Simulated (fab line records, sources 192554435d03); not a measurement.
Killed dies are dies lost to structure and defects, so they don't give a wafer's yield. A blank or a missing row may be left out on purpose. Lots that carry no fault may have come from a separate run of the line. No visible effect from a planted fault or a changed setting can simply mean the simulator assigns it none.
fab line records :: flow n5_finfet :: part 2 of 2: steps 25 to 30 of 30
[record]
  lots = 5
  wafers = 15
  last_day = 18
route steps=1938 shown BEOL_M5@1188 BEOL_M6@1194
lots untouched by any fault: they come from a run of this same line in which no faults occurred
start_h: hours from the record's opening day to when the first of the lot's shown wafers began :: wait_h: hours from the lot's prior step to this one :: " as in the row above :: L1.1+2: a row that stands for several wafers :: - no value, or no start given :: * or withheld: withheld :: < > ~ a bound
route shown NAME@n: a module of which the file shows steps, and the number in the route of the first :: usual: mean/standard deviation of fault-free wafers :: same: alike in all rows :: chamber/n: place in a boat :: sites: the reading at each site :: _std_site: their standard deviation :: _edge_site: mean of outer sites minus mean of inner sites :: radius_mm: how far each site lies from the wafer's centre :: mask NAME#n: copy n :: behind: the last tool/chamber to shape the wafer :: hold: reason for holding the lot/hours on hold/outcome of the hold :: device: transistor that didn't switch, given as n, p or np :: end of line: at the end of the route, the tests of the same wafers :: step lacking rows: just its recipe :: killed: at the first sort, the dies lost to defects and structure; wafer yield is something else :: map: per-die view of a wafer (x killed, . not killed, _ where there is no die)
set.NAME: setting as actually run; set.NAME@STEP: the setting as run at that earlier step :: model.NAME: the simulator's own value behind a step, which no gauge read
a table for each step, a row for each wafer; lots at some steps of the route
services: from which hour (start_h, from the record's first day; less than 0 if before it) a tool's chamber was out of use, for how many hours, and why
[[steps]]
[step N5_BEOL_M6_ETCH_62]
[recipe]
  chemistry = N2/H2
  target = SOC
  target_depth_a = 1100
  overetch_a = 220
  mask_material = SiARC
  temp_c = 40
  time_s = 165
  ion_energy_ev = 200
  pressure_mtorr = 30
  source_w = 840
  bias_w = 150
  n2_flow_sccm = 200
  h2_flow_sccm = 200
[usual]
  bias_w = 150.0/0.44
  drypump_motor_current_A = 6.1/0.36
  h2_flow_sccm = 200.0/0.56
  oes_product_au = 0.69/0.066
  rf_vpp_V = 523.4/2.1
  showerhead_plenum_p_Torr = 2.53/0.065
  throttle_valve_pct = 17.87/0.25
lot.wafer: L078.1
tool: rie_diel-05
chamber: 1
start_h: 202.90
wait_h: 0.0
bias_w: 150.0
drypump_motor_current_A: 6.2
h2_flow_sccm: 200.5
oes_product_au: 0.80
rf_hours_counter_h: 2
rf_vpp_V: 523.4
showerhead_plenum_p_Torr: 2.50
throttle_valve_pct: 17.76

lot.wafer: L078.5
tool: rie_diel-05
chamber: 2
start_h: 202.90
wait_h: 0.0
bias_w: 150.2
drypump_motor_current_A: 6.3
h2_flow_sccm: 200.1
oes_product_au: 0.67
rf_hours_counter_h: -
rf_vpp_V: 521.3
showerhead_plenum_p_Torr: 2.47
throttle_valve_pct: 17.62

lot.wafer: L078.6
tool: rie_diel-05
chamber: 1
start_h: 202.90
wait_h: 0.0
bias_w: 150.2
drypump_motor_current_A: 6.2
h2_flow_sccm: 200.3
oes_product_au: 0.81
rf_hours_counter_h: -
rf_vpp_V: 520.9
showerhead_plenum_p_Torr: 2.50
throttle_valve_pct: 17.77

lot.wafer: L079.3
tool: rie_diel-05
chamber: 3
start_h: 228.12
wait_h: 0.0
bias_w: 150.0
drypump_motor_current_A: 6.2
h2_flow_sccm: 198.9
oes_product_au: 0.59
rf_hours_counter_h: 226
rf_vpp_V: 527.1
showerhead_plenum_p_Torr: 2.62
throttle_valve_pct: 18.31

lot.wafer: L079.4
tool: rie_diel-05
chamber: 1
start_h: 228.12
wait_h: 0.0
bias_w: 149.6
drypump_motor_current_A: 6.2
h2_flow_sccm: 200.7
oes_product_au: 0.77
rf_hours_counter_h: 11
rf_vpp_V: 522.4
showerhead_plenum_p_Torr: 2.49
throttle_valve_pct: 17.78

lot.wafer: L079.6
tool: rie_diel-05
chamber: 0
start_h: 228.12
wait_h: 0.0
bias_w: 149.6
drypump_motor_current_A: 6.0
h2_flow_sccm: 200.7
oes_product_au: 0.69
rf_hours_counter_h: -
rf_vpp_V: 522.1
showerhead_plenum_p_Torr: 2.47
throttle_valve_pct: 17.68

lot.wafer: L086.2
tool: rie_diel-03
chamber: 3
start_h: 260.27
wait_h: 0.0
bias_w: 150.2
drypump_motor_current_A: 6.3
h2_flow_sccm: 200.1
oes_product_au: 0.66
rf_hours_counter_h: 140
rf_vpp_V: 522.8
showerhead_plenum_p_Torr: 2.55
throttle_valve_pct: 17.73

lot.wafer: L086.3
tool: rie_diel-03
chamber: 0
start_h: 260.27
wait_h: 0.0
bias_w: 149.3
drypump_motor_current_A: 5.7
h2_flow_sccm: 200.6
oes_product_au: 0.68
rf_hours_counter_h: 99
rf_vpp_V: 525.0
showerhead_plenum_p_Torr: 2.56
throttle_valve_pct: 18.14

lot.wafer: L086.4
tool: rie_diel-03
chamber: 0
start_h: 260.27
wait_h: 0.0
bias_w: 149.7
drypump_motor_current_A: 5.7
h2_flow_sccm: 200.0
oes_product_au: 0.69
rf_hours_counter_h: -
rf_vpp_V: 522.8
showerhead_plenum_p_Torr: 2.56
throttle_valve_pct: 18.12

lot.wafer: L085.1
tool: rie_diel-05
chamber: 2
start_h: 264.04
wait_h: 0.0
bias_w: 151.1
drypump_motor_current_A: 6.3
h2_flow_sccm: 200.3
oes_product_au: 0.66
rf_hours_counter_h: 113
rf_vpp_V: 520.6
showerhead_plenum_p_Torr: 2.46
throttle_valve_pct: 17.65

lot.wafer: L085.5
tool: rie_diel-05
chamber: 0
start_h: 264.04
wait_h: 0.0
bias_w: 150.3
drypump_motor_current_A: 6.1
h2_flow_sccm: 200.6
oes_product_au: 0.69
rf_hours_counter_h: -
rf_vpp_V: 520.4
showerhead_plenum_p_Torr: 2.46
throttle_valve_pct: 17.70

lot.wafer: L085.6
tool: rie_diel-05
chamber: 1
start_h: 264.04
wait_h: 0.0
bias_w: 150.2
drypump_motor_current_A: 6.2
h2_flow_sccm: 199.9
oes_product_au: 0.74
rf_hours_counter_h: -
rf_vpp_V: 521.6
showerhead_plenum_p_Torr: 2.49
throttle_valve_pct: 17.79

lot.wafer: L096.2
tool: rie_diel-03
chamber: 2
start_h: 326.25
wait_h: 0.0
bias_w: 150.7
drypump_motor_current_A: 5.5
h2_flow_sccm: 200.3
oes_product_au: 0.77
rf_hours_counter_h: 19
rf_vpp_V: 525.4
showerhead_plenum_p_Torr: 2.60
throttle_valve_pct: 18.08

lot.wafer: L096.4
tool: rie_diel-03
chamber: 3
start_h: 326.25
wait_h: 0.0
bias_w: 150.2
drypump_motor_current_A: 6.4
h2_flow_sccm: 199.9
oes_product_au: 0.64
rf_hours_counter_h: 166
rf_vpp_V: 523.7
showerhead_plenum_p_Torr: 2.54
throttle_valve_pct: 17.80

lot.wafer: L096.6
tool: rie_diel-03
chamber: 0
start_h: 326.25
wait_h: 0.0
bias_w: 150.3
drypump_motor_current_A: 5.7
h2_flow_sccm: 200.2
oes_product_au: 0.67
rf_hours_counter_h: -
rf_vpp_V: 526.1
showerhead_plenum_p_Torr: 2.55
throttle_valve_pct: 18.17
[step N5_BEOL_M6_STRIP_68]
[recipe]
  chemistry = N2/H2
  temp_c = 40
  n2_flow_sccm = 200
  h2_flow_sccm = 200
  rf_frequency_hz = 6e+07
lot.wafer: L078.1+5+6
tool: rie_diel-05
chamber: 1,2,1
start_h: 203.03
wait_h: 0.1

lot.wafer: L079.3+4+6
tool: rie_diel-05
chamber: 3,1,0
start_h: 228.25
wait_h: 0.1

lot.wafer: L086.2+3+4
tool: rie_diel-03
chamber: 3,0,0
start_h: 260.41
wait_h: 0.1

lot.wafer: L085.1+5+6
tool: rie_diel-05
chamber: 2,0,1
start_h: 264.18
wait_h: 0.1

lot.wafer: L096.2+4+6
tool: rie_diel-03
chamber: 2,3,0
start_h: 326.38
wait_h: 0.1
[step N5_BEOL_M6_STRIP_67]
[recipe]
  chemistry = CF4
  resist = SiARC
  power_w = 300
  bias_power_w = 75
  pressure_mtorr = 50
  cf4_flow_sccm = 150
  rf_frequency_hz = 6e+07
[usual]
  bias_power_w = 74.99/0.21
  drypump_motor_current_A = 6.1/0.36
  oes_product_au = 0.81/0.077
  rf_vpp_V = 270.9/1.4
  showerhead_plenum_p_Torr = 1.78/0.045
  throttle_valve_pct = 13.59/0.26
lot.wafer: L078.1
tool: rie_diel-05
chamber: 1
start_h: 203.04
wait_h: 0.0
bias_power_w: 75.05
drypump_motor_current_A: 6.2
oes_product_au: 0.94
rf_hours_counter_h: 2
rf_vpp_V: 269.3
showerhead_plenum_p_Torr: 1.76
throttle_valve_pct: 13.42

lot.wafer: L078.5
tool: rie_diel-05
chamber: 2
start_h: 203.04
wait_h: 0.0
bias_power_w: 75.12
drypump_motor_current_A: 6.3
oes_product_au: 0.79
rf_hours_counter_h: -
rf_vpp_V: 269.4
showerhead_plenum_p_Torr: 1.75
throttle_valve_pct: 13.37

lot.wafer: L078.6
tool: rie_diel-05
chamber: 1
start_h: 203.04
wait_h: 0.0
bias_power_w: 75.28
drypump_motor_current_A: 6.2
oes_product_au: 0.94
rf_hours_counter_h: -
rf_vpp_V: 270.4
showerhead_plenum_p_Torr: 1.76
throttle_valve_pct: 13.44

lot.wafer: L079.3
tool: rie_diel-05
chamber: 3
start_h: 228.26
wait_h: 0.0
bias_power_w: 74.84
drypump_motor_current_A: 6.2
oes_product_au: 0.70
rf_hours_counter_h: 226
rf_vpp_V: 272.0
showerhead_plenum_p_Torr: 1.85
throttle_valve_pct: 14.05

lot.wafer: L079.4
tool: rie_diel-05
chamber: 1
start_h: 228.26
wait_h: 0.0
bias_power_w: 74.86
drypump_motor_current_A: 6.2
oes_product_au: 0.90
rf_hours_counter_h: 11
rf_vpp_V: 271.3
showerhead_plenum_p_Torr: 1.75
throttle_valve_pct: 13.46

lot.wafer: L079.6
tool: rie_diel-05
chamber: 0
start_h: 228.26
wait_h: 0.0
bias_power_w: 75.66
drypump_motor_current_A: 6.1
oes_product_au: 0.81
rf_hours_counter_h: -
rf_vpp_V: 268.4
showerhead_plenum_p_Torr: 1.73
throttle_valve_pct: 13.26

lot.wafer: L086.2
tool: rie_diel-03
chamber: 3
start_h: 260.42
wait_h: 0.0
bias_power_w: 75.00
drypump_motor_current_A: 6.3
oes_product_au: 0.78
rf_hours_counter_h: 140
rf_vpp_V: 272.2
showerhead_plenum_p_Torr: 1.80
throttle_valve_pct: 13.51

lot.wafer: L086.3
tool: rie_diel-03
chamber: 0
start_h: 260.42
wait_h: 0.0
bias_power_w: 75.70
drypump_motor_current_A: 5.7
oes_product_au: 0.81
rf_hours_counter_h: 99
rf_vpp_V: 270.3
showerhead_plenum_p_Torr: 1.82
throttle_valve_pct: 13.82

lot.wafer: L086.4
tool: rie_diel-03
chamber: 0
start_h: 260.42
wait_h: 0.0
bias_power_w: 75.14
drypump_motor_current_A: 5.7
oes_product_au: 0.81
rf_hours_counter_h: -
rf_vpp_V: 271.4
showerhead_plenum_p_Torr: 1.82
throttle_valve_pct: 13.81

lot.wafer: L085.1
tool: rie_diel-05
chamber: 2
start_h: 264.19
wait_h: 0.0
bias_power_w: 75.03
drypump_motor_current_A: 6.3
oes_product_au: 0.77
rf_hours_counter_h: 113
rf_vpp_V: 268.7
showerhead_plenum_p_Torr: 1.74
throttle_valve_pct: 13.42

lot.wafer: L085.5
tool: rie_diel-05
chamber: 0
start_h: 264.19
wait_h: 0.0
bias_power_w: 74.88
drypump_motor_current_A: 6.0
oes_product_au: 0.81
rf_hours_counter_h: -
rf_vpp_V: 271.9
showerhead_plenum_p_Torr: 1.73
throttle_valve_pct: 13.29

lot.wafer: L085.6
tool: rie_diel-05
chamber: 1
start_h: 264.19
wait_h: 0.0
bias_power_w: 74.94
drypump_motor_current_A: 6.2
oes_product_au: 0.87
rf_hours_counter_h: -
rf_vpp_V: 271.1
showerhead_plenum_p_Torr: 1.75
throttle_valve_pct: 13.46

lot.wafer: L096.2
tool: rie_diel-03
chamber: 2
start_h: 326.39
wait_h: 0.0
bias_power_w: 75.21
drypump_motor_current_A: 5.4
oes_product_au: 0.92
rf_hours_counter_h: 19
rf_vpp_V: 273.5
showerhead_plenum_p_Torr: 1.83
throttle_valve_pct: 13.71

lot.wafer: L096.4
tool: rie_diel-03
chamber: 3
start_h: 326.39
wait_h: 0.0
bias_power_w: 74.92
drypump_motor_current_A: 6.4
oes_product_au: 0.75
rf_hours_counter_h: 166
rf_vpp_V: 271.0
showerhead_plenum_p_Torr: 1.79
throttle_valve_pct: 13.58

lot.wafer: L096.6
tool: rie_diel-03
chamber: 0
start_h: 326.39
wait_h: 0.0
bias_power_w: 75.16
drypump_motor_current_A: 5.7
oes_product_au: 0.79
rf_hours_counter_h: -
rf_vpp_V: 270.6
showerhead_plenum_p_Torr: 1.81
throttle_valve_pct: 13.89
[step N5_BEOL_M6_HM_OPEN_17]
[recipe]
  chemistry = Cl2/BCl3
  target_depth_a = 200
  overetch_a = 60
  target = TiN
  mask_material = SOC
  ion_energy_ev = 150
  pressure_mtorr = 10
  icp_w = 1000
  bias_w = 126
  Cl2_flow_sccm = 53.25
  bcl3_flow_sccm = 21.75
  Ar_flow_sccm = 25
[usual]
  bias_w = 126.0/0.38
  drypump_motor_current_A = 5.7/0.38
  oes_product_au = 0.67/0.063
  throttle_valve_pct = 22.31/0.2
lot.wafer: L078.1
tool: rie_metal-03
chamber: 0
start_h: 203.08
wait_h: 0.0
bias_w: 126.3
drypump_motor_current_A: 5.5
oes_product_au: 0.63
rf_hours_counter_h: 56
throttle_valve_pct: 22.32

lot.wafer: L078.5
tool: rie_metal-03
chamber: 1
start_h: 203.08
wait_h: 0.0
bias_w: 126.0
drypump_motor_current_A: 6.0
oes_product_au: 0.71
rf_hours_counter_h: -
throttle_valve_pct: 22.47

lot.wafer: L078.6
tool: rie_metal-03
chamber: 0
start_h: 203.08
wait_h: 0.0
bias_w: 126.5
drypump_motor_current_A: 5.5
oes_product_au: 0.64
rf_hours_counter_h: -
throttle_valve_pct: 22.33

lot.wafer: L079.3
tool: rie_metal-01
chamber: 1
start_h: 228.34
wait_h: 0.1
bias_w: 126.0
drypump_motor_current_A: 5.8
oes_product_au: 0.58
rf_hours_counter_h: -
throttle_valve_pct: 22.38

lot.wafer: L079.4
tool: rie_metal-01
chamber: 0
start_h: 228.34
wait_h: 0.1
bias_w: 125.6
drypump_motor_current_A: 5.2
oes_product_au: 0.80
rf_hours_counter_h: -
throttle_valve_pct: 22.46

lot.wafer: L079.6
tool: rie_metal-01
chamber: 0
start_h: 228.34
wait_h: 0.1
bias_w: 126.0
drypump_motor_current_A: 5.2
oes_product_au: 0.79
rf_hours_counter_h: -
throttle_valve_pct: 22.44

lot.wafer: L086.2
tool: rie_metal-03
chamber: 1
start_h: 260.46
wait_h: 0.0
bias_w: 125.6
drypump_motor_current_A: 6.0
oes_product_au: 0.69
rf_hours_counter_h: 31
throttle_valve_pct: 22.51

lot.wafer: L086.3
tool: rie_metal-03
chamber: 0
start_h: 260.46
wait_h: 0.0
bias_w: 125.6
drypump_motor_current_A: 5.5
oes_product_au: 0.63
rf_hours_counter_h: -
throttle_valve_pct: 22.33

lot.wafer: L086.4
tool: rie_metal-03
chamber: 1
start_h: 260.46
wait_h: 0.0
bias_w: 125.6
drypump_motor_current_A: 6.0
oes_product_au: 0.70
rf_hours_counter_h: -
throttle_valve_pct: 22.49

lot.wafer: L085.1
tool: rie_metal-01
chamber: 1
start_h: 264.23
wait_h: 0.0
bias_w: 125.6
drypump_motor_current_A: 5.7
oes_product_au: 0.58
rf_hours_counter_h: 90
throttle_valve_pct: 22.40

lot.wafer: L085.5
tool: rie_metal-01
chamber: 1
start_h: 264.23
wait_h: 0.0
bias_w: 125.8
drypump_motor_current_A: 5.7
oes_product_au: 0.57
rf_hours_counter_h: -
throttle_valve_pct: 22.40

lot.wafer: L085.6
tool: rie_metal-01
chamber: 1
start_h: 264.23
wait_h: 0.0
bias_w: 126.8
drypump_motor_current_A: 5.8
oes_product_au: 0.57
rf_hours_counter_h: -
throttle_valve_pct: 22.41

lot.wafer: L096.2
tool: rie_metal-03
chamber: 0
start_h: 326.44
wait_h: 0.0
bias_w: 125.9
drypump_motor_current_A: 5.5
oes_product_au: 0.62
rf_hours_counter_h: 67
throttle_valve_pct: 22.34

lot.wafer: L096.4
tool: rie_metal-03
chamber: 0
start_h: 326.44
wait_h: 0.0
bias_w: 125.6
drypump_motor_current_A: 5.5
oes_product_au: 0.61
rf_hours_counter_h: -
throttle_valve_pct: 22.34

lot.wafer: L096.6
tool: rie_metal-03
chamber: 0
start_h: 326.44
wait_h: 0.0
bias_w: 125.8
drypump_motor_current_A: 5.5
oes_product_au: 0.61
rf_hours_counter_h: -
throttle_valve_pct: 22.34
[step N5_BEOL_M6_STRIP_19]
[recipe]
  chemistry = O2
  power_w = 400
  temp_c = 40
  pressure_mtorr = 30
  rf_frequency_hz = 6e+07
  bias_power_w = 0
  overash_fraction = 0.2
  o2_flow_sccm = 225
[usual]
  drypump_motor_current_A = 6.0/0.37
  oes_product_au = 0.82/0.086
  rf_vpp_V = 3.6/0.56
  showerhead_plenum_p_Torr = 2.09/0.058
  throttle_valve_pct = 16.68/0.25
[same]
  bias_power_w = 0
lot.wafer: L078.1
tool: rie_diel-03
chamber: 0
start_h: 203.19
wait_h: 0.1
drypump_motor_current_A: 5.7
oes_product_au: 0.85
rf_hours_counter_h: 74
rf_vpp_V: 3.4
showerhead_plenum_p_Torr: 2.12
throttle_valve_pct: 16.83

lot.wafer: L078.5
tool: rie_diel-03
chamber: 3
start_h: 203.19
wait_h: 0.1
drypump_motor_current_A: 6.3
oes_product_au: 0.80
rf_hours_counter_h: -
rf_vpp_V: 3.5
showerhead_plenum_p_Torr: 2.11
throttle_valve_pct: 16.55

lot.wafer: L078.6
tool: rie_diel-03
chamber: 0
start_h: 203.19
wait_h: 0.1
drypump_motor_current_A: 5.7
oes_product_au: 0.84
rf_hours_counter_h: -
rf_vpp_V: 3.3
showerhead_plenum_p_Torr: 2.12
throttle_valve_pct: 16.83

lot.wafer: L079.3
tool: rie_diel-04
chamber: 3
start_h: 228.49
wait_h: 0.1
drypump_motor_current_A: 6.4
oes_product_au: 0.95
rf_hours_counter_h: 8
rf_vpp_V: 3.6
showerhead_plenum_p_Torr: 2.24
throttle_valve_pct: 16.71

lot.wafer: L079.4
tool: rie_diel-04
chamber: 1
start_h: 228.49
wait_h: 0.1
drypump_motor_current_A: 6.0
oes_product_au: 0.69
rf_hours_counter_h: 209
rf_vpp_V: 4.2
showerhead_plenum_p_Torr: 2.08
throttle_valve_pct: 16.73

lot.wafer: L079.6
tool: rie_diel-04
chamber: 1
start_h: 228.49
wait_h: 0.1
drypump_motor_current_A: 6.0
oes_product_au: 0.69
rf_hours_counter_h: -
rf_vpp_V: 3.6
showerhead_plenum_p_Torr: 2.08
throttle_valve_pct: 16.74

lot.wafer: L086.2
tool: rie_diel-04
chamber: 2
start_h: 260.57
wait_h: 0.1
drypump_motor_current_A: 5.4
oes_product_au: 0.89
rf_hours_counter_h: 33
rf_vpp_V: 2.9
showerhead_plenum_p_Torr: 2.04
throttle_valve_pct: 16.25

lot.wafer: L086.3
tool: rie_diel-04
chamber: 0
start_h: 260.57
wait_h: 0.1
drypump_motor_current_A: 5.4
oes_product_au: 0.91
rf_hours_counter_h: 27
rf_vpp_V: 4.3
showerhead_plenum_p_Torr: 2.14
throttle_valve_pct: 16.37

lot.wafer: L086.4
tool: rie_diel-04
chamber: 1
start_h: 260.57
wait_h: 0.1
drypump_motor_current_A: 6.0
oes_product_au: 0.67
rf_hours_counter_h: 221
rf_vpp_V: 4.2
showerhead_plenum_p_Torr: 2.08
throttle_valve_pct: 16.77

lot.wafer: L085.1
tool: rie_diel-05
chamber: 2
start_h: 264.43
wait_h: 0.2
drypump_motor_current_A: 6.3
oes_product_au: 0.76
rf_hours_counter_h: 113
rf_vpp_V: 3.8
showerhead_plenum_p_Torr: 2.02
throttle_valve_pct: 16.47

lot.wafer: L085.5
tool: rie_diel-05
chamber: 0
start_h: 264.43
wait_h: 0.2
drypump_motor_current_A: 6.1
oes_product_au: 0.80
rf_hours_counter_h: -
rf_vpp_V: 3.8
showerhead_plenum_p_Torr: 2.02
throttle_valve_pct: 16.41

lot.wafer: L085.6
tool: rie_diel-05
chamber: 3
start_h: 264.43
wait_h: 0.2
drypump_motor_current_A: 6.2
oes_product_au: 0.69
rf_hours_counter_h: -
rf_vpp_V: 3.7
showerhead_plenum_p_Torr: 2.15
throttle_valve_pct: 17.10

lot.wafer: L096.2
tool: rie_diel-03
chamber: 1
start_h: 326.55
wait_h: 0.1
drypump_motor_current_A: 6.5
oes_product_au: 0.82
rf_hours_counter_h: 69
rf_vpp_V: 3.6
showerhead_plenum_p_Torr: 2.04
throttle_valve_pct: 16.86

lot.wafer: L096.4
tool: rie_diel-03
chamber: 0
start_h: 326.55
wait_h: 0.1
drypump_motor_current_A: 5.7
oes_product_au: 0.78
rf_hours_counter_h: 127
rf_vpp_V: 2.9
showerhead_plenum_p_Torr: 2.10
throttle_valve_pct: 16.94

lot.wafer: L096.6
tool: rie_diel-03
chamber: 0
start_h: 326.55
wait_h: 0.1
drypump_motor_current_A: 5.7
oes_product_au: 0.79
rf_hours_counter_h: -
rf_vpp_V: 2.8
showerhead_plenum_p_Torr: 2.10
throttle_valve_pct: 16.94
[step N5_BEOL_M6_CD_MEAS_18]
[recipe]
  pitch_nm = 80
  target_cd_nm = 40
[usual]
  cd_nm = 40.1/0.44
lot.wafer: L078.1
tool: cd_sem-03
chamber: -
start_h: 203.26
wait_h: 0.0
cd_nm: 40.2

lot.wafer: L078.5
tool: cd_sem-03
chamber: -
start_h: 203.26
wait_h: 0.0
cd_nm: 40.2

lot.wafer: L078.6
tool: cd_sem-03
chamber: -
start_h: 203.26
wait_h: 0.0
cd_nm: 40.3

lot.wafer: L079.3
tool: cd_sem-01
chamber: -
start_h: 228.57
wait_h: 0.1
cd_nm: 40.5

lot.wafer: L079.4
tool: cd_sem-01
chamber: -
start_h: 228.57
wait_h: 0.1
cd_nm: 40.3

lot.wafer: L079.6
tool: cd_sem-01
chamber: -
start_h: 228.57
wait_h: 0.1
cd_nm: 40.7

lot.wafer: L086.2
tool: cd_sem-01
chamber: -
start_h: 260.64
wait_h: 0.1
cd_nm: 39.6

lot.wafer: L086.3
tool: cd_sem-01
chamber: -
start_h: 260.64
wait_h: 0.1
cd_nm: 39.8

lot.wafer: L086.4
tool: cd_sem-01
chamber: -
start_h: 260.64
wait_h: 0.1
cd_nm: 39.7

lot.wafer: L085.1
tool: cd_sem-01
chamber: -
start_h: 264.50
wait_h: 0.0
cd_nm: 40.4

lot.wafer: L085.5
tool: cd_sem-01
chamber: -
start_h: 264.50
wait_h: 0.0
cd_nm: 40.4

lot.wafer: L085.6
tool: cd_sem-01
chamber: -
start_h: 264.50
wait_h: 0.0
cd_nm: 41.1

lot.wafer: L096.2
tool: cd_sem-02
chamber: -
start_h: 326.62
wait_h: 0.1
cd_nm: 40.3

lot.wafer: L096.4
tool: cd_sem-02
chamber: -
start_h: 326.62
wait_h: 0.1
cd_nm: 40.6

lot.wafer: L096.6
tool: cd_sem-02
chamber: -
start_h: 326.62
wait_h: 0.1
cd_nm: 39.8
[[services]]
tool: arfi_scanner-02
chamber: -
start_h: 181.10
hours: 1.0
kind: pm

tool: arfi_scanner-01
chamber: -
start_h: 200.66
hours: 1.0
kind: pm

tool: arfi_scanner-03
chamber: -
start_h: 201.38
hours: 1.0
kind: pm

tool: rie_diel-05
chamber: 3
start_h: 202.56
hours: 13.1
kind: repair

tool: arfi_scanner-03
chamber: -
start_h: 202.86
hours: 5.1
kind: repair

tool: uv_cure-03
chamber: -
start_h: 207.57
hours: 2.1
kind: pm

tool: uv_cure-02
chamber: -
start_h: 215.20
hours: 9.5
kind: repair

tool: rie_metal-03
chamber: 0
start_h: 215.64
hours: 3.2
kind: repair

tool: pecvd-04
chamber: -
start_h: 221.49
hours: 0.8
kind: repair

tool: rie_metal-03
chamber: 0
start_h: 224.56
hours: 9.9
kind: repair

tool: pecvd-04
chamber: -
start_h: 225.70
hours: 4.3
kind: pm

tool: arfi_scanner-01
chamber: -
start_h: 226.10
hours: 0.8
kind: pm

tool: arfi_scanner-01
chamber: -
start_h: 257.03
hours: 1.3
kind: pm

tool: rie_metal-01
chamber: 0
start_h: 262.30
hours: 15.0
kind: repair

tool: rie_metal-03
chamber: -
start_h: 271.82
hours: 0.6
kind: repair

tool: arfi_scanner-01
chamber: -
start_h: 274.63
hours: 1.0
kind: pm

tool: pvd_sputter-01
chamber: -
start_h: 281.97
hours: 1.4
kind: repair

tool: rie_diel-03
chamber: 2
start_h: 282.26
hours: 6.2
kind: repair

tool: uv_cure-01
chamber: -
start_h: 285.16
hours: 4.7
kind: repair

tool: rie_diel-04
chamber: 1
start_h: 301.83
hours: 9.3
kind: repair

tool: uv_cure-03
chamber: -
start_h: 302.98
hours: 7.5
kind: pm

tool: rie_diel-05
chamber: 0
start_h: 311.43
hours: 10.0
kind: repair

tool: rie_diel-05
chamber: 1
start_h: 312.06
hours: 1.9
kind: repair

tool: uv_cure-03
chamber: -
start_h: 325.83
hours: 6.0
kind: pm
